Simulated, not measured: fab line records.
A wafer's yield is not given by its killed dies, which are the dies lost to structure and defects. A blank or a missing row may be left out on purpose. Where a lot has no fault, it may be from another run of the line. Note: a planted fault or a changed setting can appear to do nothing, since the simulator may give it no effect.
fab line records	flow n5_finfet	part 2 of 2: steps 5 to 6 of 6
[record] lots = 20	wafers = 60	last_day = 18
route steps=1938 shown BEOL_M9@1438 BEOL_M10@1472
lots that met no fault: taken from a fault-free run of the same line
start_h: hours from the record's first day to the start of the lot's first wafer shown	wait_h: hours elapsed since this lot's preceding step	" the same as in the row above	L1.1+2: one row covering several wafers at once	- no value present, or no start provided	* or withheld: withheld	< > ~ a bound
route shown NAME@n: NAME is a module with steps in the file, n the number in the route of the first one	usual: mean/standard deviation of fault-free wafers	same: alike in all rows	chamber/n: place in a boat	sites: readings site by site	_std_site: their standard deviation	_edge_site: outer sites' mean less inner sites'	radius_mm: for every site, how far away it sits from the centre of the wafer	mask NAME#n: copy n	behind: the most recent tool/chamber to have shaped the wafer	hold: reason for holding the lot/hours on hold/outcome of the hold	device: the transistor (n, p or np) that didn't switch	end of line: tests run on the same wafers once the route is complete	a step with no rows: only its recipe	killed: at the first sort, the dies lost to defects and structure; wafer yield is something else	map: a wafer's dies, marking killed ones x, the rest . and places with no die _
set.NAME: the setting the step ran with; set.NAME@STEP: the setting that earlier step ran with	model.NAME: the simulator's own value behind a step, which no gauge read
route steps across a sampled set of lots; one table per step, one row per wafer
services: a tool's chamber out of use, with start hour (start_h, from the record's first day; less than 0 if before it), hours out, and reason
[[steps]]
[step N5_BEOL_M10_CD_MEAS_11]
[recipe] target_cd_nm = 64.1	landing_energy_ev = 500	detector = se_inlens	polarity = opening
[usual] cd_nm = 64.1/0.46
[same] landing_energy_ev = 500
lot.wafer	tool	chamber	start_h	wait_h	cd_nm
L074.2	cd_sem-01	0	214.80	-	64.3
L074.3	"	0	"	"	63.9
L074.6	"	0	"	"	62.9
L075.1	cd_sem-03	0	215.77	-	64.8
L075.2	"	0	"	"	64.5
L075.3	"	0	"	"	65.1
L077.2	cd_sem-01	0	219.20	-	64.0
L077.3	"	0	"	"	64.4
L077.4	"	0	"	"	64.6
L076.1	cd_sem-01	0	219.36	-	64.7
L076.3	"	0	"	"	65.0
L076.4	"	0	"	"	64.2
L078.1	cd_sem-02	0	228.66	-	64.5
L078.2	"	0	"	"	63.8
L078.5	"	0	"	"	64.7
L079.2	cd_sem-02	0	238.75	-	63.5
L079.4	"	0	"	"	64.0
L079.5	"	0	"	"	63.6
L080.1	cd_sem-03	0	238.79	-	63.6
L080.3	"	0	"	"	64.2
L080.5	"	0	"	"	63.9
L081.2	cd_sem-02	0	243.46	-	64.4
L081.3	"	0	"	"	64.0
L081.6	"	0	"	"	63.9
L082.3	cd_sem-01	0	247.33	-	64.2
L082.4	"	0	"	"	64.1
L082.5	"	0	"	"	65.0
L083.3	cd_sem-03	0	270.47	-	64.3
L083.5	"	0	"	"	63.7
L083.6	"	0	"	"	63.9
L086.1	cd_sem-02	0	278.87	-	64.6
L086.3	"	0	"	"	65.0
L086.5	"	0	"	"	65.2
L085.3	cd_sem-02	0	279.03	-	64.1
L085.4	"	0	"	"	64.2
L085.6	"	0	"	"	64.4
L087.2	cd_sem-02	0	284.88	-	63.8
L087.4	"	0	"	"	63.9
L087.5	"	0	"	"	63.4
L088.1	cd_sem-02	0	299.37	-	64.2
L088.2	"	0	"	"	63.9
L088.4	"	0	"	"	63.9
L091.1	cd_sem-03	0	301.65	-	63.7
L091.4	"	0	"	"	63.4
L091.5	"	0	"	"	63.9
L090.3	cd_sem-03	0	301.86	-	64.3
L090.5	"	0	"	"	64.1
L090.6	"	0	"	"	64.1
L093.2	cd_sem-03	0	321.89	-	64.3
L093.3	"	0	"	"	64.5
L093.4	"	0	"	"	64.2
L092.4	cd_sem-03	0	331.56	-	64.2
L092.5	"	0	"	"	64.1
L092.6	"	0	"	"	64.0
L095.2	cd_sem-02	0	349.71	-	64.5
L095.4	"	0	"	"	64.4
L095.6	"	0	"	"	64.0
L097.1	cd_sem-02	0	364.34	-	64.0
L097.3	"	0	"	"	64.3
L097.5	"	0	"	"	63.9
[step N5_BEOL_M10_TRENCH_ETCH_37]
[recipe] chemistry = C4F6/O2	target_depth_a = 1488.3	target = SiCOH_lowk	time_s = 48	ion_energy_ev = 250	pressure_mtorr = 30	source_w = 345	bias_w = 185	Ar_flow_sccm = 300	C4F6_flow_sccm = 10	O2_flow_sccm = 10
[usual] drypump_motor_current_A = 5.8/0.41	oes_product_au = 0.81/0.08	rf_fwd_power_W = 341.4/1.4	rf_vpp_V = 662/7.8	showerhead_plenum_p_Torr = 2.86/0.087	throttle_valve_pct = 20.74/0.23
lot.wafer	tool	chamber	start_h	wait_h	drypump_motor_current_A	oes_product_au	rf_fwd_power_W	rf_hours_counter_h	rf_vpp_V	showerhead_plenum_p_Torr	throttle_valve_pct
L074.2	rie_diel-01	3	-	-	6.2	0.82	339.1	65	671	3.00	20.63
L074.3	"	1	"	"	5.9	0.85	341.0	48	656	2.77	20.73
L074.6	"	1	"	"	5.9	0.86	341.0	-	656	2.77	20.72
L075.1	rie_diel-03	0	-	-	6.3	0.94	342.1	8	669	2.79	20.39
L075.2	"	2	"	"	6.4	0.71	342.6	212	673	2.70	20.84
L075.3	"	1	"	"	5.8	0.71	342.8	220	666	2.93	20.86
L077.2	rie_diel-03	2	-	-	6.4	0.70	340.3	213	673	2.70	20.83
L077.3	"	0	"	"	6.3	0.94	343.9	9	668	2.79	20.38
L077.4	"	0	"	"	6.3	0.94	343.4	-	669	2.79	20.37
L076.1	rie_diel-02	3	-	-	5.9	0.79	339.6	106	670	2.88	21.01
L076.3	"	0	"	"	5.5	0.79	341.8	119	662	2.86	20.56
L076.4	"	2	"	"	5.6	0.91	342.1	28	658	2.90	21.15
L078.1	rie_diel-01	3	-	-	6.2	0.83	339.7	69	670	3.00	20.63
L078.2	"	0	"	"	6.2	0.91	341.3	24	657	2.90	20.40
L078.5	"	1	"	"	5.9	0.85	338.7	-	655	2.77	20.73
L079.2	rie_diel-01	0	-	-	6.2	0.90	341.1	27	656	2.90	20.42
L079.4	"	2	"	"	5.6	0.74	341.7	203	650	2.83	20.67
L079.5	"	3	"	"	6.2	0.82	341.1	-	670	3.00	20.64
L080.1	rie_diel-03	3	-	-	6.3	0.97	342.5	4	658	2.81	20.93
L080.3	"	0	"	"	6.3	0.92	342.1	19	668	2.79	20.41
L080.5	"	2	"	"	6.4	0.70	340.9	-	673	2.69	20.84
L081.2	rie_diel-02	2	-	-	5.6	0.89	342.1	38	658	2.90	21.16
L081.3	"	3	"	"	5.8	0.78	341.0	117	670	2.87	21.03
L081.6	"	0	"	"	5.5	0.77	342.2	-	663	2.86	20.59
L082.3	rie_diel-01	2	-	-	5.6	0.73	341.2	204	651	2.83	20.67
L082.4	"	3	"	"	6.2	0.82	341.7	73	671	3.00	20.65
L082.5	"	3	"	"	6.2	0.82	342.1	-	672	3.00	20.65
L083.3	rie_diel-02	0	-	-	5.5	0.76	343.1	141	662	2.86	20.59
L083.5	"	0	"	"	5.5	0.76	341.4	-	661	2.86	20.59
L083.6	"	3	"	"	5.9	0.76	339.5	-	671	2.87	21.04
L085.3	rie_diel-01	1	-	-	5.9	0.84	341.8	71	655	2.76	20.76
L085.4	"	2	"	"	5.6	0.73	340.8	216	650	2.82	20.72
L085.6	"	1	"	"	5.9	0.83	341.7	-	655	2.76	20.76
L086.1	rie_diel-03	0	-	-	6.3	0.89	342.2	31	668	2.78	20.41
L086.3	"	2	"	"	6.4	0.69	341.7	236	671	2.69	20.86
L086.5	"	0	"	"	6.3	0.89	342.4	-	667	2.78	20.39
L087.2	rie_diel-01	2	-	-	5.5	0.73	341.2	218	648	2.82	20.69
L087.4	"	3	"	"	6.2	0.81	337.9	87	672	2.99	20.66
L087.5	"	3	"	"	6.2	0.81	339.1	-	671	2.99	20.67
L088.1	rie_diel-01	2	-	-	5.6	0.72	343.4	224	648	2.82	20.70
L088.2	"	3	"	"	6.2	0.81	341.4	92	671	2.99	20.67
L088.4	"	0	"	"	6.2	0.86	340.5	49	656	2.89	20.45
L091.1	rie_diel-02	3	-	-	5.9	0.75	337.6	138	671	2.86	21.06
L091.4	"	2	"	"	5.6	0.86	339.7	59	658	2.89	21.18
L091.5	"	3	"	"	5.9	0.75	337.1	-	670	2.86	21.06
L090.3	rie_diel-01	2	-	-	5.6	0.72	343.2	226	650	2.82	20.71
L090.5	"	0	"	"	6.2	0.85	340.3	-	656	2.89	20.44
L090.6	"	3	"	"	6.2	0.80	340.8	-	671	2.99	20.67
L093.2	rie_diel-03	3	-	-	6.3	0.89	342.5	33	657	2.80	20.98
L093.3	"	1	"	"	5.8	0.97	342.5	2	665	2.91	20.57
L093.4	"	1	"	"	5.8	0.98	340.6	-	664	2.91	20.58
L092.4	rie_diel-01	2	-	-	5.6	0.71	341.9	235	651	2.81	20.72
L092.5	"	1	"	"	5.9	0.82	340.7	-	656	2.75	20.77
L092.6	"	2	"	"	5.6	0.71	341.9	-	650	2.81	20.74
L095.2	rie_diel-01	3	-	-	6.2	0.78	339.3	109	670	2.98	20.70
L095.4	"	0	"	"	6.2	0.83	340.1	67	655	2.88	20.47
L095.6	"	2	"	"	5.6	0.70	342.2	-	649	2.81	20.73
L097.1	rie_diel-02	1	-	-	4.9	0.91	342.8	32	673	3.02	20.58
L097.3	"	2	"	"	5.6	0.84	341.4	81	658	2.88	21.22
L097.5	"	1	"	"	4.8	0.90	343.0	-	673	3.02	20.57
[[services]]
tool	chamber	start_h	hours	kind
rie_diel-06	0	208.32	-	clean
rie_diel-06	0	208.32	-	consumable_replace:focus_ring
rie_diel-06	0	208.32	17.7	scheduled_down
rie_diel-06	0	208.32	17.7	vent_cycle
rie_diel-01	3	225.93	4.2	repair
rie_diel-04	1	244.83	-	clean
rie_diel-04	1	244.83	-	consumable_replace:focus_ring
rie_diel-04	1	244.83	22.6	scheduled_down
rie_diel-04	1	244.83	22.6	vent_cycle
rie_diel-04	-	284.96	14.6	pm
rie_diel-03	-	297.60	0.3	repair
rie_diel-03	2	307.14	2.8	repair
rie_diel-01	-	326.39	2.8	pm
rie_diel-06	2	331.19	-	clean
rie_diel-06	2	331.19	-	consumable_replace:focus_ring
rie_diel-06	2	331.19	25.2	scheduled_down
rie_diel-06	2	331.19	25.2	vent_cycle
rie_diel-04	1	335.55	41.2	repair
rie_diel-02	1	347.22	1.7	repair
rie_diel-01	2	360.58	11.6	repair
rie_diel-05	0	361.04	-	clean
rie_diel-05	0	361.04	-	consumable_replace:focus_ring
rie_diel-05	0	361.04	27.7	scheduled_down
rie_diel-05	0	361.04	27.7	vent_cycle
